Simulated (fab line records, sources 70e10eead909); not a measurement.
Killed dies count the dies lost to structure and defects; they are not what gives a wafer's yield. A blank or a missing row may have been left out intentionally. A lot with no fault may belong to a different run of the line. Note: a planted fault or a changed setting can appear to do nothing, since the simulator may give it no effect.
Chamber matching :: flow nand harc :: NHARC_A_CONTACT_DEP_58 on pecvd-02 has 3 sister chambers
The step deposits SiON, target thk 90 nm. 3 wafers are shown with their chamber, then 8 later ones without.

## EACH WAFER AND ITS CHAMBER
wafer: L078.4
chamber: 0
heater power w (W): 932

wafer: L086.4
chamber: 2
heater power w (W): 715

wafer: L090.1
chamber: 1
heater power w (W): 805

## WAFERS WHOSE CHAMBER IS MISSING
wafer: L090.3
heater power w (W): 802

wafer: L090.5
heater power w (W): 817

wafer: L094.1
heater power w (W): 749

wafer: L094.4
heater power w (W): 911

wafer: L094.6
heater power w (W): 755

wafer: L094.2
heater power w (W): 819

wafer: L094.3
heater power w (W): 900

wafer: L094.5
heater power w (W): 810

## WHICH CHAMBER EACH ONE RAN IN
wafer: L090.3
from the rows above: 1
in truth: 1

wafer: L090.5
from the rows above: 1
in truth: 1

wafer: L094.1
from the rows above: can't be placed: 2 or 1
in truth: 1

wafer: L094.4
from the rows above: 0
in truth: 0

wafer: L094.6
from the rows above: can't be placed: 2 or 1
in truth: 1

wafer: L094.2
from the rows above: 1
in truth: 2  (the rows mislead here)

wafer: L094.3
from the rows above: 0
in truth: 0

wafer: L094.5
from the rows above: 1
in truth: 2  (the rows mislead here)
Correct placement for 4 of the 8. These rows do not allow placing 2 (true chamber among the candidates in 2). 2 placed wrongly.
How it was worked out, from the rows above alone: a wafer's distance from a chamber is the root of the sum, over the readings, of the square of ((its reading less the chamber's mean) divided by the reading's scatter). The wafer belongs to the nearest chamber; if the next one is less than 2 further off, it can't be placed. For every chamber, the mean is computed from those of its wafers that are shown. The scatter: with one shown wafer a chamber, the root of the mean of the squares of how far each hidden wafer lies from its nearest shown one.
